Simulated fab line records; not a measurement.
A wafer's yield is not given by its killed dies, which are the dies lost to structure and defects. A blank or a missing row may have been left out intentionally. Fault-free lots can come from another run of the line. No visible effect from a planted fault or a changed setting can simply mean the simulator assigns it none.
Comparing a struck lot with a sound one / flow nand-harc / 15 steps out of a route of 1159
Sound: these wafers, L994.1, L994.3, L994.4. Struck: wafer L997.5. (L997.2, L997.3 of the same lot were not struck and are left out.) The cause comes at the end.
Each step with rows lists, per side, the tool, then ch with its chambers, then its first start. Under that, the readings that differ: sound wafers / struck wafers / difference of the means / sigmas: that difference in standard deviations of wafers without a fault.
alike: readings with means less than 2 such deviations apart, plus words and numbers identical on both sides. not compared: withheld readings, readings lacking a value on some wafer, bounds such as >300 that could conceal the same value, and numbers that have no deviation in the record and whose values overlap.
Wherever a step has rows on one side only, a row that says differs or no value, or a row with sigmas, the two part there. When numbers do not overlap yet have no deviation, they are printed without sigmas and do not part them. A reading that every wafer of one side lacks parts them only if that side has two wafers or more.

first, 8 steps without rows for these wafers: NHARC_P_BONDPAD_HMDS_02 (time 30 s); NHARC_P_BONDPAD_COAT_36 (time 65 s); NHARC_P_BONDPAD_COAT_03 (resist thk 600 nm); NHARC_P_BONDPAD_SOFTBAKE_04 (time 70 s); NHARC_P_BONDPAD_EBR_05; NHARC_P_BONDPAD_EXPOSE_06 (exposes mask P BPAD); NHARC_P_BONDPAD_PEB_07 (peb time 80 s); NHARC_P_BONDPAD_DEVELOP_08 (time 50 s).
NHARC_P_BONDPAD_CD_MEAS_09: the cd target is 500 nm.
  sound on cd-sem-01 ch 0, day 7 02:46; struck on cd-sem-03 ch 0, day 7 18:03
  alike: cd-nm
NHARC_P_BONDPAD_OVL_MEAS_38:
  sound on overlay-01 at day 7 02:52; struck on overlay-02 at day 7 18:08
  alike: overlay-x-nm, overlay-y-nm
then, 1 step without rows for these wafers: NHARC_P_BONDPAD_HARDBAKE_10 (time 65 s).
NHARC_P_BONDPAD_DESCUM_11: chemistry O2, time 3 s.
  sound on rie-diel-03 ch 0,2,3, day 7 02:59; struck on rie-diel-03 ch 0, day 7 18:16
reading=rf-vpp-V (V); sound=55.3 57.6 56.9; struck=58.9; difference=+2.3; sigmas=+2
  alike: drypump-motor-current-A, oes-product-au, showerhead-plenum-p-Torr, throttle-valve-pct
  not compared: rf-hours-counter-h
NHARC_P_BONDPAD_ETCH_37: etches the open film in N2/H2, target depth 60 nm, overetch 18 nm, time 65.91 s.
  sound on rie-diel-03 ch 0,1,3, day 7 03:04; struck on rie-diel-03 ch 3, day 7 18:22
reading=oes-product-au (a.u.); sound=1.011 1.001 0.974; struck=0.867; difference=-0.128; sigmas=-11
  alike: drypump-motor-current-A, rf-fwd-power-W, rf-vpp-V, showerhead-plenum-p-Torr, throttle-valve-pct
  not compared: rf-hours-counter-h
NHARC_P_BONDPAD_ETCH_12: etches the open film in CHF3/O2, target depth 200 nm, time 100 s.
  sound on rie-diel-03 ch 1,2,3; struck on rie-diel-03 ch 1
  alike: chf3-flow-sccm, drypump-motor-current-A, oes-product-au, rf-fwd-power-W, rf-vpp-V, showerhead-plenum-p-Torr, throttle-valve-pct
  not compared: rf-hours-counter-h
then, 1 step without rows for these wafers: NHARC_END_SORT_01.

WHERE THEY PART
At NHARC_P_BONDPAD_DESCUM_11 first; at NHARC_P_BONDPAD_ETCH_37 last (within this record only). Later steps at which nothing parts them and some readings are alike: NHARC_P_BONDPAD_ETCH_12.

WHY: what had been put in by the simulator
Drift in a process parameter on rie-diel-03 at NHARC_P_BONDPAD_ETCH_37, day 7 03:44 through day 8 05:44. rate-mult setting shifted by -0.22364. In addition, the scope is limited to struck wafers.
